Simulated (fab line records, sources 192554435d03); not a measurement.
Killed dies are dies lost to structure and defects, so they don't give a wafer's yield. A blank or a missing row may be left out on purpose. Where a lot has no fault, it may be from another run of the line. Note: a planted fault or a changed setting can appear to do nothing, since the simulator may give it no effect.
A struck lot beside a sound one ; flow n5-finfet ; 42 steps out of a route of 1938
Sound: these wafers, L497.1, L497.3, L497.5. Struck: wafer L491.2. (L491.3 of the same lot was not struck and is left out.) The cause comes at the end.
Per side, at each step with rows, come the tool, then ch with its chambers, and then its first start. Under that, the readings that differ: sound wafers ; struck wafers ; difference of the means ; sigmas: that difference in standard deviations of wafers without a fault.
alike: readings with means less than 2 such deviations apart, plus words and numbers identical on both sides. not compared: withheld readings, readings lacking a value on some wafer, bounds such as >300 that could conceal the same value, and numbers that have no deviation in the record and whose values overlap.
The two part at a step that has a row with sigmas, a row that says differs or no value, or rows on one side only. Non-overlapping numbers with no deviation appear without sigmas and do not part them. Lack of a reading on every wafer of one side parts them only where that side has two or more wafers.

first, 11 steps without rows for these wafers: N5_GATE_CUT_ETCHBACK_00 (etches W in SF6/Cl2); N5_GATE_CUT_ETCH_56 (etches TiN in Cl2/Ar, target depth 21.6 nm); N5_GATE_CUT_ETCHBACK_30 (etches TiN in Cl2/Ar, target depth 3 nm); N5_GATE_CUT_VAPOR_ETCH_60 (etches HfO2 in BCl3/Cl2); N5_GATE_CUT_ETCH_58 (etches SiNx in CH3F/O2, target depth 17 nm, time 128.6 s); N5_GATE_CUT_STRIP_59 (strips in N2/H2, time 20 s); N5_GATE_CUT_PRECLEAN_31 (cleans in DIW, time 300 s); N5_GATE_CUT_SRD_32 (time 30 s); N5_GATE_CUT_SAC_CAP_01 (material SiNx, target thk 24 nm, pulse time 1 s, ald cycles 480); N5_GATE_CUT_PECVD_57 (deposits SiNx from SiH4/NH3/N2, target thk 21 nm); N5_GATE_CUT_CMP_02 (polishes, stops on SiO2, t overpolish 12.7 s, target thk 0 nm).
N5_GATE_CUT_HM_DEP_46: deposits SiO2 from TEOS/O2, target thk 130 nm, time 26.6 s.
  sound on pecvd-01 ch 1,2, day 8 13:05; struck on pecvd-04 ch 2, day 7 03:18
reading;sound;struck;difference;sigmas
model.SiO2_of_GATE_CUT_HM_DEP_46.thk-nm (nm);127.6 129.8 130;71.4;-57.7;
  alike: heater-power-w, showerhead-plenum-p-Torr, showerhead-vpp-V, throttle-valve-pct
  not compared: since-wet-clean-h
then, 15 steps without rows for these wafers: N5_GATE_CUT_COAT_34 (time 60 s, resist thk 60 nm); N5_GATE_CUT_COAT_35 (time 60 s, resist thk 10 nm); N5_GATE_CUT_COAT_27 (time 60 s, resist thk 10 nm); N5_GATE_CUT_COAT_07 (resist thk 30 nm); N5_GATE_CUT_EBR_09; N5_GATE_CUT_SOFTBAKE_08 (time 60 s); N5_GATE_CUT_EXPOSE_10 (exposes mask GATE CUT, target cd 20 nm); N5_GATE_CUT_PEB_11 (peb time 60 s); N5_GATE_CUT_DEVELOP_12 (develop time 30 s); N5_GATE_CUT_DESCUM_18 (chemistry O2, time 7 s); N5_GATE_CUT_ETCH_28 (etches underlayer in N2/H2, target depth 13 nm, time 10.4 s); N5_GATE_CUT_ETCH_36 (etches SiARC in CF4, target depth 13 nm, time 21.7 s); N5_GATE_CUT_ETCH_37 (etches SOC in N2/H2, target depth 60 nm, overetch 12 nm, time 90 s); N5_GATE_CUT_STRIP_38 (strips in N2/H2); N5_GATE_CUT_STRIP_39 (strips in N2/H2).
N5_GATE_CUT_HM_OPEN_40: chemistry C4F6/O2, target SiO2, target depth 139 nm, time 85.1 s.
  sound on rie-diel-01 ch 1,2,3, day 8 13:44; struck on rie-diel-04 ch 3, day 7 03:57
reading;sound;struck;difference;sigmas
etch-rf-on-time-s (s);90.3 94.0 95.0;51.0;-42.1;-25
showerhead-plenum-p-Torr (Torr);3.02 2.93 2.68;2.64;-0.24;-2
model.etch.depth-nm (nm);127.6 129.9 129.9;71.39;-57.74;
model.SOC_of_GATE_CUT_COAT_34.thk-nm (nm);33.4 32.8 32.6;45;+12;
model.GATE_CUT.cd-nm (nm);20 20 20;19.6;-0.4;
  alike: drypump-motor-current-A, oes-product-au, rf-vpp-V, throttle-valve-pct
  not compared: rf-hours-counter-h
then, 2 steps without rows for these wafers: N5_GATE_CUT_STRIP_41 (strips in CF4); N5_GATE_CUT_STRIP_42 (strips in O2).
N5_GATE_CUT_ETCH_19: etches SiNx in CH3F/O2, target depth 53.7 nm, time 76.7 s.
  sound on rie-diel-01 ch 2,3, day 8 13:51; struck on rie-diel-04 ch 3, day 7 04:04
reading;sound;struck;difference;sigmas
showerhead-plenum-p-Torr (Torr);1.88 2.07 2.07;1.85;-0.16;-2
model.GATE_CUT.cd-nm (nm);20.2 20 20.2;19.6;-0.5;
  alike: drypump-motor-current-A, etch-rf-on-time-s, oes-product-au, rf-vpp-V, throttle-valve-pct
  not compared: rf-hours-counter-h
then, 7 steps without rows for these wafers: N5_GATE_CUT_CUT_ETCH_53 (etches W in SF6/Cl2, target depth 79.2 nm); N5_GATE_CUT_CUT_ETCH_54 (etches TiN in Cl2/BCl3, target depth 96.7 nm); N5_GATE_CUT_CUT_ETCH_55 (etches HfO2 in BCl3, target depth 3.2 nm); N5_GATE_CUT_ETCH_47 (etches SiO2 in Cl2/BCl3, target depth 10 nm); N5_GATE_CUT_VAPOR_ETCH_48 (etches TiN in BCl3/Cl2); N5_GATE_CUT_VAPOR_ETCH_49 (etches TiAlC in BCl3/Cl2); N5_GATE_CUT_VAPOR_ETCH_51 (etches HfO2 in BCl3/Cl2).
N5_GATE_CUT_THK_MEAS_24:
  struck on film-metro-02, day 7 06:25; sound on film-metro-02, day 8 16:27
reading;sound;struck;difference;sigmas
GC_FILL_THK (nm);215.7 218.8 218.8;161.5;-56.3;-28
N5_GATE_CUT_CMP_43: polishes SiO2.
  sound on cmp-02 ch 0,1,2, day 8 16:38; struck on cmp-01 ch 3, day 7 06:26
reading;sound;struck;difference;sigmas
model.SiO2_of_GATE_CUT_HM_DEP_46.thk-nm (nm);4.8 5 5;2.2;-2.7;
  alike: motor-current-A
-- here the record skips 5 days between the struck wafers' starts before and after, leaving off in module GATE_CUT and picking up in module BEOL_M4 (first step shown: number 1111 of the route) --
N5_BEOL_M4_RC_MEAS_101:
  sound on prober-02 ch 0, day 14 20:38; struck on prober-02 ch 0, day 12 13:49
reading;sound;struck;difference;sigmas
ION_P (uA/um);463 461 462;448;-14;-2
SS_N (mV/dec);71.5 71.8 71.1;72.6;+1.1;+2
  alike: DIBL_N, DIBL_P, IOFF_N, IOFF_P, ION_N, SS_P, VT_N, VT_P
-- here the record skips 4 days between the struck wafers' starts before and after, leaving off in module BEOL_M4 and picking up in module PASSIVATION (first step shown: number 1936 of the route) --
N5_PASSIVATION_PROBE_49:
  rows exist in the record for the struck wafers here (prober-02, day 16 23:15), but not for the sound ones

== WHERE THEY PART ==
Earliest at N5_GATE_CUT_HM_OPEN_40; latest, in this record, at N5_PASSIVATION_PROBE_49.

WHY: whatever the simulator had introduced
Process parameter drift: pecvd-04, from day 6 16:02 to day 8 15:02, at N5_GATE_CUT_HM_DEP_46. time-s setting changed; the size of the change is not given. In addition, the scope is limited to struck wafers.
